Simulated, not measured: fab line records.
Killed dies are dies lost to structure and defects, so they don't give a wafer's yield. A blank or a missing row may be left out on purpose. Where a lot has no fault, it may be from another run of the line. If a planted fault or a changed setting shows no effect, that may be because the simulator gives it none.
fab line records ; flow n5-finfet ; part 1 of 2: steps 1 to 16 of 26
record: lots: 5; wafers: 15; last-day: 18
route steps=1938 shown BEOL_M2@874
lots with no fault: from the same line, run without faults
start-h: hours from the record's first day to the start of the lot's first wafer shown ; wait-h: hours elapsed since this lot's preceding step ; " as in the row above ; L1.1+2: a single row standing in for several wafers ; - no value, or no start was given ; * or withheld: withheld ; < > ~ a bound
route shown NAME@n: NAME is a module with steps in the file, n the number in the route of the first one ; usual: mean/standard deviation taken from wafers without a fault ; same: alike in all rows ; chamber/n: place in a boat ; sites: each site's reading ; _std_site: standard deviation of those values ; _edge_site: outer sites' mean less inner sites' ; radius-mm: for every site, how far away it sits from the centre of the wafer ; mask NAME#n: copy n ; behind: the most recent tool/chamber to have shaped the wafer ; hold: why the lot was held/for how many hours/how that ended ; device: the transistor (n, p or np) that didn't switch ; end of line: tests of these same wafers at the route's end ; a step given without rows: its recipe and nothing more ; killed: at the first sort, the dies lost to defects and structure; wafer yield is something else ; map: shows each die of a wafer: x if killed, . if not, _ if none is there
set.NAME: setting as actually run; set.NAME@STEP: the setting as run at that earlier step ; model.NAME: the simulator's own value behind a step, which no gauge read
certain route steps with their lots: each step a table, each wafer a row
services: a tool's chamber out of use, with start hour (start-h, from the record's first day; less than 0 if before it), hours out, and reason
== steps ==
step: N5_BEOL_M2_PEB_26
recipe: peb-temp-c: 100; peb-time-s: 60; resist: CAR-EUV
lot.wafer;tool;chamber;start-h;wait-h
L077.2+3+4;litho-track-03;0;158.08;0.1
L085.2+3+5;litho-track-02;0;202.47;0.1
L089.3+5+6;litho-track-02;0;231.97;0.1
L088.3+4+5;litho-track-04;0;232.15;0.1
L093.1+2+5;litho-track-02;0;253.15;0.1
step: N5_BEOL_M2_DEVELOP_27
recipe: develop-time-s: 30; developer: TMAH; resist: CAR-EUV; rinse-liquid: surfactant-rinse; dry: air-spin; dev-temp-c: 23
lot.wafer;tool;chamber;start-h;wait-h
L077.2+3+4;litho-track-03;0;-;-
L085.2+3+5;litho-track-02;0;-;-
L089.3+5+6;litho-track-02;0;-;-
L088.3+4+5;litho-track-04;0;-;-
L093.1+2+5;litho-track-02;0;-;-
step: N5_BEOL_M2_CD_MEAS_28
recipe: target-cd-nm: 26.2; landing-energy-ev: 500; detector: se-inlens; target-cd-y-nm: 24.1; polarity: opening
usual: cd-nm: 26.18/0.23
lot.wafer;tool;chamber;start-h;wait-h;cd-nm
L077.2;cd-sem-03;0;158.14;-;26.03
L077.3;cd-sem-03;0;158.14;-;26.30
L077.4;cd-sem-03;0;158.14;-;26.11
L085.2;cd-sem-01;0;202.54;-;26.07
L085.3;cd-sem-01;0;202.54;-;26.33
L085.5;cd-sem-01;0;202.54;-;25.98
L089.3;cd-sem-02;0;232.04;-;26.38
L089.5;cd-sem-02;0;232.04;-;26.23
L089.6;cd-sem-02;0;232.04;-;26.20
L088.3;cd-sem-03;0;232.22;-;26.21
L088.4;cd-sem-03;0;232.22;-;26.18
L088.5;cd-sem-03;0;232.22;-;26.08
L093.1;cd-sem-03;0;253.21;-;26.33
L093.2;cd-sem-03;0;253.21;-;26.28
L093.5;cd-sem-03;0;253.21;-;26.28
step: N5_BEOL_M2_OVL_MEAS_29
recipe: points-per-wafer: 522
usual: V1_OVL: -0.2/0.68
lot.wafer;tool;chamber;start-h;wait-h;V1_OVL[nm]
L077.2;overlay-02;0;158.18;0.0;-0.4
L077.3;overlay-02;0;158.18;0.0;-0.5
L077.4;overlay-02;0;158.18;0.0;-0.7
L085.2;overlay-01;0;202.58;0.0;-0.3
L085.3;overlay-01;0;202.58;0.0;-1.1
L085.5;overlay-01;0;202.58;0.0;0.2
L089.3;overlay-02;0;232.09;0.0;0.3
L089.5;overlay-02;0;232.09;0.0;0.4
L089.6;overlay-02;0;232.09;0.0;0.5
L088.3;overlay-02;0;232.27;0.0;0.9
L088.4;overlay-02;0;232.27;0.0;-0.1
L088.5;overlay-02;0;232.27;0.0;-0.5
L093.1;overlay-01;0;253.24;0.0;-0.4
L093.2;overlay-01;0;253.24;0.0;-0.4
L093.5;overlay-01;0;253.24;0.0;0.1
step: N5_BEOL_M2_INSPECT_30
recipe: mode: adi; inspect-instrument: brightfield
usual: raw-defect-count: 398/96
lot.wafer;tool;chamber;start-h;wait-h;raw-defect-count
L077.2;defect-inspect-01;-;158.23;0.0;353
L077.3;defect-inspect-01;-;158.23;0.0;358
L077.4;defect-inspect-01;-;158.23;0.0;427
L085.2;defect-inspect-02;-;202.63;0.0;512
L085.3;defect-inspect-02;-;202.63;0.0;500
L085.5;defect-inspect-02;-;202.63;0.0;320
L089.3;defect-inspect-01;-;232.14;0.0;430
L089.5;defect-inspect-01;-;232.14;0.0;420
L089.6;defect-inspect-01;-;232.14;0.0;277
L088.3;defect-inspect-01;-;232.31;0.0;242
L088.4;defect-inspect-01;-;232.31;0.0;378
L088.5;defect-inspect-01;-;232.31;0.0;602
L093.1;defect-inspect-02;-;253.30;0.1;533
L093.2;defect-inspect-02;-;253.30;0.1;608
L093.5;defect-inspect-02;-;253.30;0.1;540
step: N5_BEOL_M2_DESCUM_33
recipe: chemistry: O2; time-s: 7; source-power-w: 50; bias-power-w: 20; pressure-mtorr: 20; rf-frequency-hz: 2.712e+07; temp-c: 40; resist: CAR-EUV; o2-flow-sccm: 225
usual: chamber-pressure-mTorr: 19.999/0.017; drypump-motor-current-A: 5.8/0.32; oes-product-au: 0.80/0.075; rf-vpp-V: 243.1/1.4; showerhead-plenum-p-Torr: 2.09/0.074; throttle-valve-pct: 20.42/0.24
lot.wafer;tool;chamber;start-h;wait-h;chamber-pressure-mTorr;drypump-motor-current-A;oes-product-au;rf-hours-counter-h;rf-vpp-V;showerhead-plenum-p-Torr;throttle-valve-pct
L077.2;rie-diel-04;3;158.48;0.3;19.978;5.7;0.85;31;245.5;2.22;20.49
L077.3;rie-diel-04;2;158.48;0.3;20.012;5.6;0.76;170;244.4;2.16;20.75
L077.4;rie-diel-04;2;158.48;0.3;19.995;5.6;0.76;-;245.0;2.16;20.76
L085.2;rie-diel-03;3;202.66;0.0;20.018;5.9;0.76;173;241.7;2.00;20.61
L085.3;rie-diel-03;1;202.66;0.0;20.017;6.3;0.94;17;243.7;2.05;19.99
L085.5;rie-diel-03;3;202.66;0.0;19.995;5.9;0.76;-;241.9;2.00;20.61
L089.3;rie-diel-04;0;232.17;0.0;19.975;5.5;0.83;93;241.8;2.03;20.14
L089.5;rie-diel-04;0;232.17;0.0;19.981;5.5;0.83;-;243.6;2.03;20.15
L089.6;rie-diel-04;1;232.17;0.0;20.019;6.2;0.83;-;244.8;2.20;20.34
L088.3;rie-diel-03;0;232.61;0.3;19.996;5.1;0.92;20;240.8;2.04;20.25
L088.4;rie-diel-03;3;232.61;0.3;20.017;5.9;0.74;184;241.7;1.99;20.64
L088.5;rie-diel-03;2;232.61;0.3;19.981;5.4;0.75;-;244.3;2.19;20.87
L093.1;rie-diel-04;0;254.79;1.5;20.015;5.5;0.83;95;242.2;2.03;20.13
L093.2;rie-diel-04;2;254.79;1.5;20.001;5.6;0.74;202;244.5;2.15;20.79
L093.5;rie-diel-04;2;254.79;1.5;20.023;5.6;0.74;-;245.5;2.15;20.80
step: N5_BEOL_M2_ETCH_77
recipe: chemistry: N2/H2; target: underlayer; target-depth-a: 65; mask-material: CAR-EUV; time-s: 5.2; ion-energy-ev: 200; pressure-mtorr: 30; source-w: 840; bias-w: 150; n2-flow-sccm: 200; h2-flow-sccm: 200; ends: cleared
usual: chamber-pressure-mTorr: 30.00/0.039; drypump-motor-current-A: 5.8/0.32; etch-rf-on-time-s: 5.19/0.1; oes-product-au: 0.68/0.064; rf-vpp-V: 523.6/2.7; showerhead-plenum-p-Torr: 2.53/0.093; throttle-valve-pct: 17.85/0.24
lot.wafer;tool;chamber;start-h;wait-h;chamber-pressure-mTorr;drypump-motor-current-A;etch-rf-on-time-s;oes-product-au;rf-hours-counter-h;rf-vpp-V;showerhead-plenum-p-Torr;throttle-valve-pct
L077.2;rie-diel-04;3;158.52;0.0;30.09;5.7;5.25;0.73;31;529.1;2.69;17.80
L077.3;rie-diel-04;2;158.52;0.0;30.00;5.6;5.27;0.64;170;525.9;2.63;18.17
L077.4;rie-diel-04;2;158.52;0.0;29.96;5.6;5.24;0.64;-;527.4;2.63;18.18
L085.2;rie-diel-03;3;202.70;0.0;30.00;5.9;5.17;0.65;173;520.3;2.43;18.17
L085.3;rie-diel-03;1;202.70;0.0;29.97;6.4;5.15;0.78;17;522.7;2.50;17.47
L085.5;rie-diel-03;3;202.70;0.0;29.99;5.9;5.15;0.64;-;521.0;2.43;18.16
L089.3;rie-diel-04;0;232.20;0.0;29.99;5.4;5.11;0.71;93;523.4;2.46;17.53
L089.5;rie-diel-04;0;232.20;0.0;30.02;5.4;5.11;0.71;-;523.6;2.46;17.52
L089.6;rie-diel-04;1;232.20;0.0;30.05;6.2;5.29;0.70;-;526.2;2.70;17.92
L088.3;rie-diel-03;0;232.65;0.0;29.95;5.1;5.10;0.77;20;520.9;2.49;17.73
L088.4;rie-diel-03;3;232.65;0.0;29.98;5.9;5.08;0.64;184;520.1;2.43;18.19
L088.5;rie-diel-03;2;232.65;0.0;29.97;5.5;5.09;0.65;-;527.5;2.65;18.16
L093.1;rie-diel-04;0;254.82;0.0;29.93;5.5;5.03;0.70;95;519.8;2.46;17.56
L093.2;rie-diel-04;2;254.82;0.0;29.92;5.6;5.31;0.62;202;526.1;2.62;18.23
L093.5;rie-diel-04;2;254.82;0.0;30.03;5.6;5.23;0.62;-;524.5;2.62;18.25
step: N5_BEOL_M2_ETCH_69
recipe: chemistry: CF4; target: SiARC; target-depth-a: 156; mask-material: CAR-EUV; time-s: 26; ion-energy-ev: 80; pressure-mtorr: 40; source-w: 545; bias-w: 36; Ar_flow_sccm: 100; cf4-flow-sccm: 100; ends: cleared
usual: chamber-pressure-mTorr: 40.00/0.037; drypump-motor-current-A: 5.8/0.32; etch-rf-on-time-s: 25.9/0.51; oes-product-au: 0.68/0.063; rf-vpp-V: 184.0/1.3; showerhead-plenum-p-Torr: 2.14/0.076; throttle-valve-pct: 15.60/0.26
lot.wafer;tool;chamber;start-h;wait-h;chamber-pressure-mTorr;drypump-motor-current-A;etch-rf-on-time-s;oes-product-au;rf-hours-counter-h;rf-vpp-V;showerhead-plenum-p-Torr;throttle-valve-pct
L077.2;rie-diel-04;3;158.54;0.0;40.00;5.6;26.5;0.72;31;186.3;2.27;15.61
L077.3;rie-diel-04;2;158.54;0.0;39.93;5.6;26.7;0.64;170;184.7;2.22;16.01
L077.4;rie-diel-04;2;158.54;0.0;39.98;5.6;26.7;0.64;-;185.3;2.22;16.00
L085.2;rie-diel-03;3;202.71;0.0;39.99;5.9;25.4;0.65;173;182.2;2.06;15.84
L085.3;rie-diel-03;1;202.71;0.0;39.98;6.4;25.6;0.80;17;183.7;2.10;15.19
L085.5;rie-diel-03;3;202.71;0.0;39.97;5.9;25.6;0.65;-;182.9;2.06;15.84
L089.3;rie-diel-04;0;232.22;0.0;40.01;5.5;25.7;0.70;93;184.1;2.08;15.31
L089.5;rie-diel-04;0;232.22;0.0;40.03;5.5;25.8;0.71;-;182.5;2.08;15.31
L089.6;rie-diel-04;1;232.22;0.0;40.00;6.2;26.4;0.71;-;186.5;2.27;15.55
L088.3;rie-diel-03;0;232.66;0.0;40.04;5.1;25.9;0.77;20;183.0;2.10;15.43
L088.4;rie-diel-03;3;232.66;0.0;40.08;5.9;25.8;0.64;184;182.9;2.05;15.88
L088.5;rie-diel-03;2;232.66;0.0;39.99;5.5;26.2;0.64;-;185.6;2.22;15.95
L093.1;rie-diel-04;0;254.84;0.0;40.02;5.5;25.5;0.71;95;183.3;2.08;15.32
L093.2;rie-diel-04;2;254.84;0.0;39.95;5.6;26.0;0.63;202;184.2;2.21;16.06
L093.5;rie-diel-04;2;254.84;0.0;40.03;5.6;26.4;0.62;-;184.3;2.21;16.08
step: N5_BEOL_M2_ALD_98
recipe: material: SiO2; target-thk-a: 25; temp-c: 100; ald-precursor-family: BDEAS; ald-co-reactant: O2-plasma; pulse-time-s: 1; co-reactant-pulse-time-s: 1; purge-time-s: 2; co-reactant-purge-time-s: 2; ald-cycles: 17; pressure-torr: 2
usual: heater-power-w: 79/9.9; precursor-pulse-height-rel: 1.002/0.022
same: pulse-time-s: 1; purge-time-s: 2
lot.wafer;tool;chamber;start-h;wait-h;heater-power-w;precursor-pulse-height-rel
L077.2;ald-sin-02;2;158.93;0.4;68;1.012
L077.3;ald-sin-02;1;158.93;0.4;69;1.006
L077.4;ald-sin-02;3;158.93;0.4;90;0.994
L085.2;ald-sin-03;1;202.80;0.1;71;0.990
L085.3;ald-sin-03;3;202.80;0.1;79;0.995
L085.5;ald-sin-03;2;202.80;0.1;87;1.010
L089.3;ald-sin-02;3;232.37;0.1;91;1.048
L089.5;ald-sin-02;2;232.37;0.1;69;0.997
L089.6;ald-sin-02;3;232.37;0.1;91;0.989
L088.3;ald-sin-02;0;232.74;0.1;76;1.018
L088.4;ald-sin-02;1;232.74;0.1;66;0.984
L088.5;ald-sin-02;1;232.74;0.1;64;1.032
L093.1;ald-sin-02;1;255.10;0.2;66;0.979
L093.2;ald-sin-02;0;255.10;0.2;73;0.989
L093.5;ald-sin-02;0;255.10;0.2;73;0.998
step: N5_BEOL_M2_ETCHBACK_99
recipe: chemistry: CHF3; target: SiO2; target-depth-a: 50; time-s: 10.4; source-w: 215; bias-w: 47; Ar_flow_sccm: 200; CHF3_flow_sccm: 12; ion-energy-ev: 100; pressure-mtorr: 30
usual: chamber-pressure-mTorr: 30.003/0.023; drypump-motor-current-A: 5.8/0.35; oes-product-au: 0.79/0.078; rf-vpp-V: 240.7/2.6; showerhead-plenum-p-Torr: 2.13/0.074; throttle-valve-pct: 17.06/0.27
lot.wafer;tool;chamber;start-h;wait-h;chamber-pressure-mTorr;drypump-motor-current-A;oes-product-au;rf-hours-counter-h;rf-vpp-V;showerhead-plenum-p-Torr;throttle-valve-pct
L077.2;rie-diel-03;2;159.95;1.0;30.024;5.5;0.76;140;241.9;2.24;17.37
L077.3;rie-diel-03;0;159.95;1.0;30.011;5.1;0.66;260;243.6;2.11;17.33
L077.4;rie-diel-03;3;159.95;1.0;29.999;5.9;0.76;-;238.2;2.07;17.28
L085.2;rie-diel-03;1;225.18;22.3;29.991;6.3;0.90;26;237.1;2.11;16.67
L085.3;rie-diel-03;3;225.18;22.3;30.005;5.9;0.75;181;235.8;2.06;17.32
L085.5;rie-diel-03;0;225.18;22.3;30.033;5.1;0.91;-;244.6;2.10;16.88
L089.3;rie-diel-04;2;235.47;3.1;30.035;5.6;0.73;200;240.7;2.22;17.54
L089.5;rie-diel-04;2;235.47;3.1;29.994;5.6;0.73;-;243.0;2.22;17.52
L089.6;rie-diel-04;3;235.47;3.1;29.987;5.6;0.82;-;245.2;2.29;17.20
L088.3;rie-diel-01;0;238.81;6.0;30.001;6.1;0.80;118;241.7;2.06;16.72
L088.4;rie-diel-01;1;238.81;6.0;30.014;5.9;0.67;248;239.4;2.11;17.16
L088.5;rie-diel-01;1;238.81;6.0;30.010;5.9;0.67;-;239.0;2.11;17.15
L093.1;rie-diel-01;2;256.81;1.7;29.982;6.2;0.68;238;240.0;2.13;17.08
L093.2;rie-diel-01;3;256.81;1.7;30.023;5.7;0.76;151;238.3;2.06;17.26
L093.5;rie-diel-01;0;256.81;1.7;29.988;6.1;0.79;-;241.0;2.06;16.75
step: N5_BEOL_M2_ETCH_70
recipe: chemistry: N2/H2; target: SOC; target-depth-a: 800; overetch-a: 240; mask-material: SiARC; temp-c: 40; time-s: 130; ion-energy-ev: 200; pressure-mtorr: 30; source-w: 840; bias-w: 150; n2-flow-sccm: 200; h2-flow-sccm: 200
usual: chamber-pressure-mTorr: 29.994/0.03; drypump-motor-current-A: 5.8/0.34; oes-product-au: 0.58/0.054; rf-vpp-V: 523.2/2.5; showerhead-plenum-p-Torr: 2.52/0.083; throttle-valve-pct: 17.82/0.25
lot.wafer;tool;chamber;start-h;wait-h;chamber-pressure-mTorr;drypump-motor-current-A;oes-product-au;rf-hours-counter-h;rf-vpp-V;showerhead-plenum-p-Torr;throttle-valve-pct
L077.2;rie-diel-03;2;159.99;0.0;30.003;5.5;0.57;140;526.8;2.66;18.07
L077.3;rie-diel-03;0;159.99;0.0;29.946;5.1;0.50;260;522.8;2.50;18.14
L077.4;rie-diel-03;3;159.99;0.0;30.012;5.9;0.57;-;520.6;2.44;18.13
L085.2;rie-diel-03;1;225.22;0.0;29.995;6.3;0.66;26;522.2;2.49;17.44
L085.3;rie-diel-03;3;225.22;0.0;30.008;5.9;0.54;181;520.7;2.43;18.15
L085.5;rie-diel-03;0;225.22;0.0;30.011;5.1;0.66;-;524.0;2.49;17.70
L089.3;rie-diel-04;2;235.50;0.0;29.986;5.6;0.54;200;525.3;2.62;18.20
L089.5;rie-diel-04;2;235.50;0.0;29.949;5.6;0.54;-;525.9;2.62;18.21
L089.6;rie-diel-04;3;235.50;0.0;29.924;5.6;0.59;-;528.1;2.68;17.81
L088.3;rie-diel-01;0;238.85;0.0;30.003;6.1;0.60;118;521.6;2.45;17.58
L088.4;rie-diel-01;1;238.85;0.0;29.953;6.0;0.49;248;520.8;2.51;17.88
L088.5;rie-diel-01;1;238.85;0.0;30.007;6.0;0.49;-;522.2;2.51;17.87
L093.1;rie-diel-01;2;256.85;0.0;30.015;6.2;0.51;238;522.6;2.50;17.84
L093.2;rie-diel-01;3;256.85;0.0;30.029;5.8;0.55;151;518.5;2.44;18.06
L093.5;rie-diel-01;0;256.85;0.0;30.027;6.1;0.59;-;522.0;2.44;17.61
step: N5_BEOL_M2_STRIP_71
recipe: chemistry: N2/H2; temp-c: 40; n2-flow-sccm: 200; h2-flow-sccm: 200; rf-frequency-hz: 6e+07
lot.wafer;tool;chamber;start-h;wait-h
L077.2+3+4;rie-diel-03;2,0,3;160.07;0.0
L085.2+3+5;rie-diel-03;1,3,0;225.30;0.0
L089.3+5+6;rie-diel-04;2,2,3;235.59;0.0
L088.3+4+5;rie-diel-01;0,1,1;238.93;0.0
L093.1+2+5;rie-diel-01;2,3,0;256.93;0.0
step: N5_BEOL_M2_STRIP_78
recipe: chemistry: N2/H2; temp-c: 40; n2-flow-sccm: 200; h2-flow-sccm: 200; rf-frequency-hz: 6e+07
lot.wafer;tool;chamber;start-h;wait-h
L077.2+3+4;rie-diel-03;2,0,3;160.08;0.0
L085.2+3+5;rie-diel-03;1,3,0;225.31;0.0
L089.3+5+6;rie-diel-04;2,2,3;235.60;0.0
L088.3+4+5;rie-diel-01;0,1,1;238.94;0.0
L093.1+2+5;rie-diel-01;2,3,0;256.94;0.0
step: N5_BEOL_M2_VIA_ETCH_34
recipe: chemistry: C4F6/O2; target-depth-a: 694; mask-material: SOC; pressure-mtorr: 15; ion-energy-ev: 250; taper-deg: 4; time-s: 65.9; source-w: 350; bias-w: 170; Ar_flow_sccm: 300; C4F6_flow_sccm: 10; O2_flow_sccm: 10
usual: chamber-pressure-mTorr: 14.998/0.013; drypump-motor-current-A: 5.8/0.35; oes-product-au: 0.79/0.078; rf-vpp-V: 665/6.4; showerhead-plenum-p-Torr: 2.81/0.094; throttle-valve-pct: 30.73/0.29
lot.wafer;tool;chamber;start-h;wait-h;chamber-pressure-mTorr;drypump-motor-current-A;oes-product-au;rf-hours-counter-h;rf-vpp-V;showerhead-plenum-p-Torr;throttle-valve-pct
L077.2;rie-diel-03;2;160.09;0.0;14.994;5.5;0.77;140;665;2.96;31.08
L077.3;rie-diel-03;0;160.09;0.0;15.002;5.1;0.66;260;675;2.78;30.84
L077.4;rie-diel-03;3;160.09;0.0;15.004;5.9;0.77;-;658;2.73;30.98
L085.2;rie-diel-03;1;225.32;0.0;15.010;6.3;0.91;26;659;2.78;30.36
L085.3;rie-diel-03;3;225.32;0.0;15.012;5.9;0.75;181;655;2.72;31.01
L085.5;rie-diel-03;0;225.32;0.0;15.014;5.1;0.92;-;673;2.78;30.58
L089.3;rie-diel-04;2;235.61;0.0;15.020;5.6;0.74;200;666;2.93;31.17
L089.5;rie-diel-04;2;235.61;0.0;14.999;5.6;0.74;-;666;2.93;31.19
L089.6;rie-diel-04;3;235.61;0.0;15.009;5.7;0.82;-;678;3.01;31.05
L088.3;rie-diel-01;0;238.95;0.0;14.987;6.1;0.80;118;668;2.73;30.32
L088.4;rie-diel-01;1;238.95;0.0;15.008;6.0;0.68;248;665;2.79;30.66
L088.5;rie-diel-01;1;238.95;0.0;15.001;6.0;0.67;-;665;2.79;30.66
L093.1;rie-diel-01;2;256.95;0.0;14.989;6.2;0.67;238;666;2.81;30.67
L093.2;rie-diel-01;3;256.95;0.0;15.006;5.7;0.76;151;660;2.72;30.99
L093.5;rie-diel-01;0;256.95;0.0;14.999;6.0;0.79;-;667;2.72;30.35
step: N5_BEOL_M2_STRIP_83
recipe: chemistry: C4F6/O2; resist: SiARC; rf-frequency-hz: 6e+07
lot.wafer;tool;chamber;start-h;wait-h
L077.2+3+4;rie-diel-03;2,0,3;160.14;0.0
L085.2+3+5;rie-diel-03;1,3,0;225.37;0.0
L089.3+5+6;rie-diel-04;2,2,3;235.66;0.0
L088.3+4+5;rie-diel-01;0,1,1;239.00;0.0
L093.1+2+5;rie-diel-01;2,3,0;257.00;0.0
step: N5_BEOL_M2_STRIP_36
recipe: chemistry: N2/H2; power-w: 450; temp-c: 40; pressure-mtorr: 20; rf-frequency-hz: 6e+07; overash-fraction: 0.3; bias-power-w: 7; h2-frac: 0.5; n2-flow-sccm: 200; h2-flow-sccm: 200
usual: chamber-pressure-mTorr: 20.00/0.032; drypump-motor-current-A: 5.8/0.35; oes-product-au: 0.79/0.08; rf-vpp-V: 59.2/1.3; showerhead-plenum-p-Torr: 2.51/0.083; throttle-valve-pct: 23.66/0.25
same: overash-fraction: 0.3
lot.wafer;tool;chamber;start-h;wait-h;chamber-pressure-mTorr;drypump-motor-current-A;oes-product-au;rf-hours-counter-h;rf-vpp-V;showerhead-plenum-p-Torr;throttle-valve-pct
L077.2;rie-diel-03;2;160.15;0.0;20.03;5.5;0.76;140;60.6;2.65;23.84
L077.3;rie-diel-03;0;160.15;0.0;20.00;5.1;0.65;260;57.8;2.50;23.92
L077.4;rie-diel-03;3;160.15;0.0;20.01;5.9;0.76;-;56.2;2.44;24.08
L085.2;rie-diel-03;1;225.38;0.0;19.95;6.4;0.90;26;59.7;2.49;23.30
L085.3;rie-diel-03;3;225.38;0.0;19.97;5.9;0.74;181;61.1;2.43;24.10
L085.5;rie-diel-03;0;225.38;0.0;19.96;5.0;0.92;-;57.9;2.49;23.56
L089.3;rie-diel-04;2;235.67;0.0;20.05;5.6;0.73;200;60.0;2.61;23.90
L089.5;rie-diel-04;2;235.67;0.0;20.03;5.6;0.73;-;58.6;2.62;23.94
L089.6;rie-diel-04;3;235.67;0.0;19.99;5.7;0.83;-;58.1;2.68;23.66
L088.3;rie-diel-01;0;239.01;0.0;19.96;6.0;0.81;118;56.8;2.44;23.48
L088.4;rie-diel-01;1;239.01;0.0;19.98;6.0;0.67;248;57.8;2.50;23.56
L088.5;rie-diel-01;1;239.01;0.0;20.00;6.0;0.68;-;58.6;2.50;23.54
L093.1;rie-diel-01;2;257.01;0.0;20.00;6.2;0.68;238;60.0;2.50;23.66
L093.2;rie-diel-01;3;257.01;0.0;20.01;5.7;0.76;152;58.8;2.44;23.93
L093.5;rie-diel-01;0;257.01;0.0;19.99;6.1;0.78;-;60.2;2.44;23.51
